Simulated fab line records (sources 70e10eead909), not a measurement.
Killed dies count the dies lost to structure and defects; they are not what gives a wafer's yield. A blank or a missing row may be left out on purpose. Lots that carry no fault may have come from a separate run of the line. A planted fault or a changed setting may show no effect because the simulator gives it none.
Chamber matching | flow nand-harc | NHARC_A_ONON_D2_DEP_33 on pecvd-03 has 3 sister chambers
The step deposits SiO2, target thk 200 nm. 3 wafers are shown with their chamber, then 8 later ones without.

== WAFERS PAIRED WITH THEIR CHAMBERS ==
wafer  | chamber | throttle-valve-pct (%)
L085.4 | 1       | 15.3
L085.6 | 0       | 16.0
L088.3 | 2       | 15.6

== WAFERS WHOSE CHAMBER IS MISSING ==
wafer  | throttle-valve-pct (%)
L088.5 | 15.6
L088.6 | 15.9
L090.4 | 15.7
L090.5 | 15.6
L090.6 | 16.2
L094.1 | 16.4
L094.3 | 15.5
L094.4 | 15.6

== EACH ONE'S CHAMBER ==
wafer  | from the rows above          | in truth
L088.5 | can't be placed: 2 or 1      | 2
L088.6 | can't be placed: 0 or 2      | 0
L090.4 | can't be placed: 2 or 0 or 1 | 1
L090.5 | can't be placed: 2 or 1      | 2
L090.6 | 0                            | 0
L094.1 | 0                            | 0
L094.3 | can't be placed: 2 or 1      | 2
L094.4 | can't be placed: 2 or 1      | 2
Placed correctly: 2 of 8. Not placeable from these rows: 6 (in 6, the candidates include the true chamber). 0 placed wrongly.
How it was worked out, from the rows above alone: a wafer's distance from a chamber is the root of the sum, over the readings, of the square of ((its reading less the chamber's mean) divided by the reading's scatter). If the next closest chamber is less than 2 further off than the closest, the wafer can't be placed; otherwise it belongs to the closest. For every chamber, the mean is computed from those of its wafers that are shown. The scatter: with one shown wafer a chamber, the root of the mean of the squares of how far each hidden wafer lies from its nearest shown one.
